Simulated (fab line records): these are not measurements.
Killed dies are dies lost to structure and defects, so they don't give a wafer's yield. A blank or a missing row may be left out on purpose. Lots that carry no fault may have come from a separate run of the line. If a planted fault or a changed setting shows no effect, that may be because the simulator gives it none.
Which of the tools did it? -- flow n5-finfet -- Sampling: 24 lots, 72 wafers, 6 of 1938 route steps

== WHAT THE GAUGES SHOWED, per wafer ==
N5_BEOL_M0_CUTY_OVL_MEAS_58. Usual: M0_ABLK_OVL typically reads -0.1 nm, with standard deviation 0.78.
lot,measured,on,M0_ABLK_OVL (nm),flag
L074,day 5 16:38,overlay-02,1.3 0.4 0.8,
L075,day 6 01:38,overlay-02,0.7 -0.1 -0.2,
L076,day 6 05:05,overlay-02,0.8 0.3 0.3,
L078,day 6 15:11,overlay-01,-0.2 1.1 1.0,
L077,day 6 19:53,overlay-01,-0.6 -1.1 -0.5,
L079,day 6 22:44,overlay-01,0.2 0.3 0.9,
L080,day 7 08:34,overlay-01,-0.3 0.7 -0.3,
L081,day 7 10:59,overlay-01,-0.4 -1.0 -0.9,
L082,day 7 21:41,overlay-01,0.2 0.2 -0.7,
L083,day 8 00:31,overlay-01,-0.1 -0.9 -0.1,
L084,day 8 04:18,overlay-02,-0.8 0.4 -0.9,
L085,day 8 10:58,overlay-01,-0.7 0.1 -0.4,
L087,day 9 00:33,overlay-02,-0.2 -0.4 -1.3,
L086,day 9 01:14,overlay-02,0.7 0.5 0.3,
L088,day 9 12:14,overlay-02,-0.8 -1.0 -1.0,
L089,day 9 17:08,overlay-02,0.9 1.1 1.4,
L090,day 9 22:25,overlay-02,0.1 0.8 -0.1,
L091,day 10 00:58,overlay-02,0.4 0.8 0.5,
L092,day 10 03:52,overlay-02,-1.7 -0.3 -1.6,
L093,day 10 11:55,overlay-01,1.3 0.5 1.6,
L094,day 10 15:47,overlay-02,-0.5 0.4 -0.6,
L095,day 10 18:23,overlay-02,-0.2 0.5 -0.2,
L096,day 11 05:44,overlay-01,-0.6 -0.4 -0.4,
L097,day 11 20:11,overlay-01,-0.6 0.4 -0.4,

N5_BEOL_M1_THK_MEAS_01. Usual: M1_ILD_THK typically reads 78.8 nm, with standard deviation 0.93.
lot,measured,on,M1_ILD_THK (nm),flag
L074,day 6 01:37,film-metro-01,78.7 79.9 78.8,
L075,day 6 05:47,film-metro-02,79.3 78.0 80.3,
L076,day 6 13:49,film-metro-02,77.9 78.1 79.6,
L078,day 7 00:11,film-metro-01,77.0 78.4 77.8,
L077,day 7 05:30,film-metro-01,78.3 79.1 80.3,
L079,day 7 08:55,film-metro-01,77.5 77.7 79.4,
L080,day 7 14:04,film-metro-01,78.5 79.2 80.9,
L081,day 7 17:35,film-metro-02,77.9 77.5 80.1,
L082,day 8 04:38,film-metro-02,77.4 78.7 79.6,
L083,day 8 05:14,film-metro-02,79.0 77.4 78.0,
L084,day 8 15:45,film-metro-02,78.9 80.4 80.1,
L085,day 8 22:57,film-metro-02,78.2 77.9 79.0,
L087,day 9 06:05,film-metro-01,80.1 79.2 79.4,
L086,day 9 09:13,film-metro-01,78.2 76.0 78.4,
L088,day 9 19:01,film-metro-01,77.8 79.6 78.7,
L089,day 9 22:08,film-metro-02,78.8 78.6 79.6,
L090,day 10 04:41,film-metro-01,77.4 79.1 78.6,
L091,day 10 04:59,film-metro-01,77.3 79.2 79.3,
L092,day 10 09:52,film-metro-01,78.3 79.0 78.1,
L093,day 10 19:11,film-metro-02,78.4 78.2 78.7,
L094,day 10 23:41,film-metro-02,77.8 77.7 79.4,
L095,day 11 02:02,film-metro-01,77.6 79.5 79.3,
L096,day 11 16:05,film-metro-01,78.3 79.4 79.6,
L097,day 12 01:35,film-metro-02,78.1 79.1 80.6,

N5_BEOL_M1_INSPECT_13: inspects for defects (brightfield). Usual: raw-defect-count 443, standard deviation 110.
lot,measured,on,raw-defect-count,flag
L074,day 6 02:23,defect-inspect-02,422 341 698,
L075,day 6 06:31,defect-inspect-01,590 475 370,
L076,day 6 16:25,defect-inspect-01,410 651 514,
L078,day 7 04:35,defect-inspect-01,401 256 362,
L077,day 7 06:11,defect-inspect-02,341 245 326,
L079,day 7 10:10,defect-inspect-01,476 467 694,
L080,day 7 15:16,defect-inspect-01,483 606 469,
L081,day 7 18:35,defect-inspect-01,414 369 431,
L082,day 8 06:00,defect-inspect-02,403 481 538,
L083,day 8 06:20,defect-inspect-01,550 351 366,
L084,day 8 16:53,defect-inspect-01,974 725 494,
L085,day 9 02:01,defect-inspect-02,441 358 586,
L087,day 9 09:30,defect-inspect-02,342 388 334,
L086,day 9 09:53,defect-inspect-02,440 554 401,
L088,day 9 19:38,defect-inspect-01,335 370 482,
L089,day 9 23:10,defect-inspect-02,572 379 302,
L090,day 10 06:02,defect-inspect-01,438 371 375,
L091,day 10 06:15,defect-inspect-01,412 200 388,
L092,day 10 10:28,defect-inspect-01,419 403 418,
L093,day 10 19:55,defect-inspect-02,456 367 449,
L094,day 11 01:26,defect-inspect-02,581 373 353,
L095,day 11 04:43,defect-inspect-01,479 327 587,
L096,day 11 18:23,defect-inspect-01,480 346 370,
L097,day 12 03:49,defect-inspect-01,533 540 582,

== WHICH TOOL RAN EACH LOT (tool, then ch and the chambers of the sampled wafers, then the start) ==
lot,N5_BEOL_M0_SAQP_STRIP_75,N5_BEOL_M0_TRENCH_ETCH_107,N5_BEOL_M0_ETCH_109
L074,"rie-diel-03 ch 1,2, day 5 16:13","rie-diel-05 ch 1,2, day 5 22:53","rie-diel-06 ch 1,2, day 5 23:06"
L075,"rie-diel-01 ch 0,1,2, day 6 01:13","rie-diel-02 ch 0,2, day 6 02:34","rie-diel-05 ch 0,2, day 6 02:50"
L076,"rie-diel-01 ch 1,2, day 6 04:40","rie-diel-06 ch 0,2, day 6 09:24","rie-diel-05 ch 0,3, day 6 09:49"
L078,"rie-diel-03 ch 0,1,2, day 6 14:53","rie-diel-02 ch 0,1,2, day 6 19:06","rie-diel-06 ch 0,2,3, day 6 19:19"
L077,"rie-diel-04 ch 0,1,2, day 6 19:27","rie-diel-02 ch 1,2, day 6 22:38","rie-diel-02 ch 0,1, day 6 23:16"
L079,"rie-diel-01 ch 0,1,2, day 6 22:18","rie-diel-06 ch 0,3, day 7 04:23","rie-diel-02 ch 0,1,2, day 7 04:35"
L080,"rie-diel-04 ch 1,2, day 7 08:08","rie-diel-06 ch 0,3, day 7 11:17","rie-diel-05 ch 0,1,3, day 7 11:31"
L081,"rie-diel-01 ch 1,2,3, day 7 10:34","rie-diel-02 ch 2,3, day 7 14:05","rie-diel-02 ch 2,3, day 7 14:20"
L082,"rie-diel-03 ch 2,3, day 7 21:16","rie-diel-05 ch 1,3, day 7 23:29","rie-diel-02 ch 0,2,3, day 7 23:42"
L083,"rie-diel-03 ch 1,2,3, day 8 00:13","rie-diel-05 ch 0,1,2, day 8 01:58","rie-diel-06 ch 0,1,3, day 8 02:14"
L084,"rie-diel-01 ch 1,2,3, day 8 04:00","rie-diel-06 ch 2,3, day 8 11:02","rie-diel-02 ch 0,1, day 8 11:26"
L085,"rie-diel-01 ch 1,2, day 8 10:32","rie-diel-05 ch 0,1,2, day 8 17:59","rie-diel-05 ch 0,2,3, day 8 18:16"
L087,"rie-diel-03 ch 0,3, day 9 00:08","rie-diel-05 ch 0,2,3, day 9 02:07","rie-diel-06 ch 0,1,3, day 9 02:19"
L086,"rie-diel-01 ch 0,2,3, day 9 00:49","rie-diel-06 ch 0,1,2, day 9 05:04","rie-diel-06 ch 0,1,2, day 9 05:17"
L088,"rie-diel-03 ch 0,2,3, day 9 11:48","rie-diel-02 ch 0,2,3, day 9 15:40","rie-diel-02 ch 0,3, day 9 15:56"
L089,"rie-diel-01 ch 1,2,3, day 9 16:43","rie-diel-06 ch 0,2, day 9 18:58","rie-diel-05 ch 0,1,2, day 9 19:10"
L090,"rie-diel-03 ch 0,2,3, day 9 22:07","rie-diel-06 ch 1,2, day 10 01:14","rie-diel-05 ch 1,2,3, day 10 01:55"
L091,"rie-diel-01 ch 0,3, day 10 00:41","rie-diel-02 ch 0,3, day 10 02:06","rie-diel-02 ch 1,3, day 10 02:19"
L092,"rie-diel-01 ch 0,1, day 10 03:35","rie-diel-05 ch 0,1,3, day 10 05:26","rie-diel-05 ch 0,1,3, day 10 05:40"
L093,"rie-diel-04 ch 1,2,3, day 10 11:37","rie-diel-05 ch 1,2, day 10 13:45","rie-diel-02 ch 1,3, day 10 14:26"
L094,"rie-diel-04 ch 1,2, day 10 15:22","rie-diel-05 ch 0,2,3, day 10 19:10","rie-diel-05 ch 1,2, day 10 19:34"
L095,"rie-diel-03 ch 0,1, day 10 18:05","rie-diel-06 ch 0,2, day 10 21:43","rie-diel-02 ch 0,1,2, day 10 21:56"
L096,"rie-diel-04 ch 1,2,3, day 11 05:19","rie-diel-02 ch 1,2,3, day 11 12:15","rie-diel-02 ch 1,2, day 11 12:28"
L097,"rie-diel-01 ch 1,2, day 11 19:46","rie-diel-05 ch 0,1,2, day 11 21:51","rie-diel-05 ch 1,2,3, day 11 22:04"
- N5_BEOL_M0_SAQP_STRIP_75: strips in CF4.
- N5_BEOL_M0_TRENCH_ETCH_107: etches SiOC in C4F6/O2, target depth 32.8 nm, time 16.4 s.
- N5_BEOL_M0_ETCH_109: etches SiCN in CH3F/O2, target depth 8 nm, overetch 2.4 nm, time 27.4 s.

== AS READ BY THE TOOLS THEMSELVES (means over the sampled wafers that have a number; for cases with no such wafer, the mark the record gives instead) ==
N5_BEOL_M0_SAQP_STRIP_75. Usual: cf4-flow-sccm 150.0 sccm, standard deviation 0.46; drypump-motor-current-A 5.8 A, standard deviation 0.52; oes-product-au 0.176 a.u., standard deviation 0.015; rf-vpp-V 271.4 V, standard deviation 1.4; showerhead-plenum-p-Torr 1.80 Torr, standard deviation 0.054; throttle-valve-pct 13.65 %, standard deviation 0.23.
lot,tool,cf4-flow-sccm (sccm),drypump-motor-current-A (A),oes-product-au (a.u.),rf-vpp-V (V),showerhead-plenum-p-Torr (Torr),throttle-valve-pct (%),flag
L074,rie-diel-03,150.0,5.6,0.176,272.8,1.86,13.78,
L075,rie-diel-01,150.3,6.0,0.172,271.2,1.78,13.69,
L076,rie-diel-01,150.3,5.9,0.177,271.6,1.81,13.71,
L078,rie-diel-03,150.1,5.3,0.171,272.6,1.83,13.80,
L077,rie-diel-04,149.8,5.7,0.171,271.5,1.78,13.72,
L079,rie-diel-01,150.3,6.0,0.168,271.5,1.78,13.69,
L080,rie-diel-04,149.7,5.5,0.170,270.9,1.76,13.84,
L081,rie-diel-01,150.0,6.0,0.170,270.9,1.81,13.64,
L082,rie-diel-03,150.0,5.3,0.182,271.4,1.82,13.74,
L083,rie-diel-03,150.2,5.7,0.180,271.7,1.82,13.68,
L084,rie-diel-01,149.6,6.0,0.172,271.4,1.81,13.64,
L085,rie-diel-01,149.8,5.9,0.171,271.6,1.81,13.74,
L087,rie-diel-03,150.3,5.5,0.177,270.5,1.77,13.66,
L086,rie-diel-01,150.1,6.0,0.190,272.5,1.82,13.40,
L088,rie-diel-03,150.2,5.4,0.179,271.4,1.79,13.72,
L089,rie-diel-01,150.2,6.0,0.168,271.8,1.81,13.68,
L090,rie-diel-03,149.9,5.4,0.178,270.6,1.79,13.71,
L091,rie-diel-01,150.2,6.2,0.183,271.6,1.83,13.33,
L092,rie-diel-01,149.9,6.2,0.194,270.9,1.75,13.33,
L093,rie-diel-04,149.4,5.7,0.187,270.1,1.75,13.64,
L094,rie-diel-04,149.8,5.8,0.196,270.0,1.74,13.69,
L095,rie-diel-03,150.2,5.7,0.170,271.0,1.82,13.82,
L096,rie-diel-04,149.8,5.8,0.183,270.6,1.75,13.63,
L097,rie-diel-01,150.1,6.1,0.165,270.6,1.76,13.84,

N5_BEOL_M0_TRENCH_ETCH_107. Usual: drypump-motor-current-A 5.7 A, standard deviation 0.42; oes-product-au 0.78 a.u., standard deviation 0.09; rf-vpp-V 662 V, standard deviation 12; showerhead-plenum-p-Torr 2.86 Torr, standard deviation 0.051; throttle-valve-pct 20.86 %, standard deviation 0.16.
lot,tool,drypump-motor-current-A (A),oes-product-au (a.u.),rf-vpp-V (V),showerhead-plenum-p-Torr (Torr),throttle-valve-pct (%),flag
L074,rie-diel-05,5.5,0.72,665,2.83,20.90,
L075,rie-diel-02,5.4,0.76,653,2.91,20.98,
L076,rie-diel-06,6.1,0.78,683,2.85,20.84,
L078,rie-diel-02,5.3,0.76,654,2.88,20.94,
L077,rie-diel-02,5.5,0.82,653,2.87,20.81,
L079,rie-diel-06,5.8,0.80,657,2.85,20.83,
L080,rie-diel-06,5.8,0.85,666,2.86,20.78,
L081,rie-diel-02,6.2,0.93,662,2.96,20.64,
L082,rie-diel-05,5.3,0.85,653,2.86,20.75,
L083,rie-diel-05,5.7,0.72,665,2.82,20.97,
L084,rie-diel-06,6.1,0.71,674,2.82,20.92,
L085,rie-diel-05,5.7,0.72,665,2.82,20.98,
L087,rie-diel-05,5.7,0.76,662,2.85,20.86,
L086,rie-diel-06,5.9,0.81,675,2.87,20.79,
L088,rie-diel-02,5.8,0.82,655,2.93,20.84,
L089,rie-diel-06,6.1,0.76,682,2.83,20.88,
L090,rie-diel-06,6.1,0.74,679,2.84,20.84,
L091,rie-diel-02,5.6,0.75,660,2.94,20.98,
L092,rie-diel-05,5.6,0.77,658,2.84,20.91,
L093,rie-diel-05,5.4,0.71,660,2.81,20.98,
L094,rie-diel-05,5.7,0.74,662,2.84,20.89,
L095,rie-diel-06,6.1,0.75,683,2.83,20.90,
L096,rie-diel-02,5.7,0.79,658,2.89,20.83,
L097,rie-diel-05,5.7,0.69,666,2.81,21.01,

N5_BEOL_M0_ETCH_109. Usual: CH3F_flow_sccm 30.00 sccm, standard deviation 0.1; drypump-motor-current-A 5.7 A, standard deviation 0.46; oes-product-au 0.66 a.u., standard deviation 0.073; rf-vpp-V 297.8 V, standard deviation 1.2; showerhead-plenum-p-Torr 2.02 Torr, standard deviation 0.04; throttle-valve-pct 16.33 %, standard deviation 0.2.
lot,tool,CH3F_flow_sccm (sccm),drypump-motor-current-A (A),oes-product-au (a.u.),rf-vpp-V (V),showerhead-plenum-p-Torr (Torr),throttle-valve-pct (%),flag
L074,rie-diel-06,30.06,6.1,0.67,297.2,2.01,16.29,
L075,rie-diel-05,29.93,5.7,0.61,297.3,1.99,16.39,
L076,rie-diel-05,30.01,5.6,0.73,297.9,2.03,16.18,
L078,rie-diel-06,30.01,6.0,0.68,296.4,2.00,16.31,
L077,rie-diel-02,30.10,5.1,0.60,297.7,2.00,16.50,
L079,rie-diel-02,30.06,5.3,0.65,298.4,2.02,16.41,
L080,rie-diel-05,30.01,5.7,0.67,297.2,2.00,16.33,
L081,rie-diel-02,29.95,6.2,0.78,299.5,2.08,16.08,
L082,rie-diel-02,29.95,5.8,0.71,299.2,2.06,16.28,
L083,rie-diel-06,30.00,5.8,0.70,297.4,2.01,16.19,
L084,rie-diel-02,30.00,5.0,0.59,297.7,2.00,16.50,
L085,rie-diel-05,29.99,5.7,0.65,297.6,2.00,16.33,
L087,rie-diel-06,29.92,5.8,0.71,296.9,2.01,16.20,
L086,rie-diel-06,29.99,5.9,0.69,297.2,2.01,16.22,
L088,rie-diel-02,29.97,6.0,0.71,298.6,2.09,16.28,
L089,rie-diel-05,29.91,5.7,0.60,296.6,1.98,16.48,
L090,rie-diel-05,30.00,5.4,0.65,297.3,1.99,16.33,
L091,rie-diel-02,29.98,5.5,0.65,297.1,2.02,16.35,
L092,rie-diel-05,30.10,5.6,0.66,297.9,2.00,16.37,
L093,rie-diel-02,29.98,5.5,0.65,297.6,2.02,16.36,
L094,rie-diel-05,29.87,5.4,0.61,297.0,1.97,16.47,
L095,rie-diel-02,30.07,5.3,0.62,297.4,2.01,16.45,
L096,rie-diel-02,29.80,5.5,0.66,297.0,2.00,16.31,
L097,rie-diel-05,29.98,5.4,0.63,296.6,1.99,16.35,

== THE ANSWER, worked out from the rows above alone ==
Rule: a lot is off if the mean of its wafers that have a number lies more than 3 standard deviations from the usual mean. Also off: a lot with no number at a reading for which 4 or more lots have one. Where the step has rows for the other lots, those lots are counted as sound. After the gauges, taken in route order, come the tools' own readings; for these a lot's mean is taken, as printed above. At the first step where some lot is off, the reading lying furthest off is the one used; lots without a number count as furthest.
Across all readings shown, no lot is off: no conclusion can be drawn from this.

== WHAT THE SIMULATOR PUT IN ==
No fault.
